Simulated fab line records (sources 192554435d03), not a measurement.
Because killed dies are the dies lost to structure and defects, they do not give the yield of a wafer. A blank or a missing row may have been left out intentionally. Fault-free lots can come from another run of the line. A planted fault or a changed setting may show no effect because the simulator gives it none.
Chamber matching || flow n5Finfet || rieDiel-06 running N5_BEOL_M2_ETCH_77: 4 sister chambers
The step etches underlayer in N2/H2, target depth 6.5 nm, time 5.2 s. 18 wafers are shown with their chamber, then 9 later ones without.

== EACH WAFER AND ITS CHAMBER ==
{"wafer": "L077.3", "chamber": 2, "drypumpMotorCurrentA (A)": 5.5, "throttleValvePct (%)": 18.25, "showerheadPlenumPTorr (Torr)": 2.64}
{"wafer": "L077.5", "chamber": 2, "drypumpMotorCurrentA (A)": 5.4, "throttleValvePct (%)": 18.23, "showerheadPlenumPTorr (Torr)": 2.64}
{"wafer": "L077.6", "chamber": 3, "drypumpMotorCurrentA (A)": 6.4, "throttleValvePct (%)": 18.27, "showerheadPlenumPTorr (Torr)": 2.56}
{"wafer": "L078.1", "chamber": 1, "drypumpMotorCurrentA (A)": 5.0, "throttleValvePct (%)": 17.52, "showerheadPlenumPTorr (Torr)": 2.48}
{"wafer": "L078.4", "chamber": 2, "drypumpMotorCurrentA (A)": 5.4, "throttleValvePct (%)": 18.23, "showerheadPlenumPTorr (Torr)": 2.64}
{"wafer": "L078.5", "chamber": 3, "drypumpMotorCurrentA (A)": 6.4, "throttleValvePct (%)": 18.29, "showerheadPlenumPTorr (Torr)": 2.56}
{"wafer": "L081.1", "chamber": 2, "drypumpMotorCurrentA (A)": 5.5, "throttleValvePct (%)": 18.24, "showerheadPlenumPTorr (Torr)": 2.64}
{"wafer": "L081.2", "chamber": 3, "drypumpMotorCurrentA (A)": 6.4, "throttleValvePct (%)": 18.27, "showerheadPlenumPTorr (Torr)": 2.56}
{"wafer": "L081.3", "chamber": 0, "drypumpMotorCurrentA (A)": 5.7, "throttleValvePct (%)": 17.64, "showerheadPlenumPTorr (Torr)": 2.49}
{"wafer": "L084.1", "chamber": 1, "drypumpMotorCurrentA (A)": 5.0, "throttleValvePct (%)": 17.53, "showerheadPlenumPTorr (Torr)": 2.48}
{"wafer": "L084.3", "chamber": 3, "drypumpMotorCurrentA (A)": 6.4, "throttleValvePct (%)": 18.28, "showerheadPlenumPTorr (Torr)": 2.56}
{"wafer": "L084.6", "chamber": 1, "drypumpMotorCurrentA (A)": 5.0, "throttleValvePct (%)": 17.54, "showerheadPlenumPTorr (Torr)": 2.48}
{"wafer": "L086.3", "chamber": 0, "drypumpMotorCurrentA (A)": 5.7, "throttleValvePct (%)": 17.69, "showerheadPlenumPTorr (Torr)": 2.49}
{"wafer": "L086.4", "chamber": 2, "drypumpMotorCurrentA (A)": 5.5, "throttleValvePct (%)": 18.26, "showerheadPlenumPTorr (Torr)": 2.63}
{"wafer": "L086.5", "chamber": 3, "drypumpMotorCurrentA (A)": 6.4, "throttleValvePct (%)": 18.28, "showerheadPlenumPTorr (Torr)": 2.55}
{"wafer": "L090.1", "chamber": 1, "drypumpMotorCurrentA (A)": 5.0, "throttleValvePct (%)": 17.57, "showerheadPlenumPTorr (Torr)": 2.47}
{"wafer": "L090.2", "chamber": 2, "drypumpMotorCurrentA (A)": 5.4, "throttleValvePct (%)": 18.28, "showerheadPlenumPTorr (Torr)": 2.63}
{"wafer": "L090.3", "chamber": 3, "drypumpMotorCurrentA (A)": 6.4, "throttleValvePct (%)": 18.30, "showerheadPlenumPTorr (Torr)": 2.55}

SIGNATURES (averages over the wafers above)
{"reading": "drypumpMotorCurrentA", "chamber 0": 5.700, "chamber 1": 5.000, "chamber 2": 5.450, "chamber 3": 6.400, "scatter within a chamber": 0.0327}
{"reading": "throttleValvePct", "chamber 0": 17.6650, "chamber 1": 17.5400, "chamber 2": 18.2483, "chamber 3": 18.2817, "scatter within a chamber": 0.0193}
{"reading": "showerheadPlenumPTorr", "chamber 0": 2.4900, "chamber 1": 2.4775, "chamber 2": 2.6367, "chamber 3": 2.5567, "scatter within a chamber": 0.00494}
Rule: distance of a wafer from a chamber = root of the sum over the readings of ((wafer's reading minus chamber's mean) / reading's scatter) squared. If the next closest chamber is less than 2 further off than the closest, the wafer can't be placed; otherwise it belongs to the closest. How the scatter is found: for the shown wafers, subtract from each reading the mean of its chamber, square and add these, divide the total by (wafers less chambers), then take the root.

== WAFERS WHOSE CHAMBER IS MISSING ==
{"wafer": "L094.1", "drypumpMotorCurrentA (A)": 5.7, "throttleValvePct (%)": 17.71, "showerheadPlenumPTorr (Torr)": 2.48}
{"wafer": "L094.2", "drypumpMotorCurrentA (A)": 5.4, "throttleValvePct (%)": 18.30, "showerheadPlenumPTorr (Torr)": 2.62}
{"wafer": "L094.3", "drypumpMotorCurrentA (A)": 5.0, "throttleValvePct (%)": 17.59, "showerheadPlenumPTorr (Torr)": 2.47}
{"wafer": "L095.1", "drypumpMotorCurrentA (A)": 6.4, "throttleValvePct (%)": 18.31, "showerheadPlenumPTorr (Torr)": 2.54}
{"wafer": "L095.2", "drypumpMotorCurrentA (A)": 5.4, "throttleValvePct (%)": 18.29, "showerheadPlenumPTorr (Torr)": 2.62}
{"wafer": "L095.3", "drypumpMotorCurrentA (A)": 5.7, "throttleValvePct (%)": 17.72, "showerheadPlenumPTorr (Torr)": 2.48}
{"wafer": "L097.1", "drypumpMotorCurrentA (A)": 6.4, "throttleValvePct (%)": 18.33, "showerheadPlenumPTorr (Torr)": 2.54}
{"wafer": "L097.3", "drypumpMotorCurrentA (A)": 5.5, "throttleValvePct (%)": 18.32, "showerheadPlenumPTorr (Torr)": 2.62}
{"wafer": "L097.6", "drypumpMotorCurrentA (A)": 5.5, "throttleValvePct (%)": 18.32, "showerheadPlenumPTorr (Torr)": 2.62}

== EACH ONE'S CHAMBER ==
{"wafer": "L094.1", "from the rows above": 0, "in truth": 0}
{"wafer": "L094.2", "from the rows above": 2, "in truth": 2}
{"wafer": "L094.3", "from the rows above": 1, "in truth": 1}
{"wafer": "L095.1", "from the rows above": 3, "in truth": 3}
{"wafer": "L095.2", "from the rows above": 2, "in truth": 2}
{"wafer": "L095.3", "from the rows above": 0, "in truth": 0}
{"wafer": "L097.1", "from the rows above": 3, "in truth": 3}
{"wafer": "L097.3", "from the rows above": 2, "in truth": 2}
{"wafer": "L097.6", "from the rows above": 2, "in truth": 2}
Placed correctly: 9 of 9. Can't be placed from these rows: 0. Placed wrongly: 0.
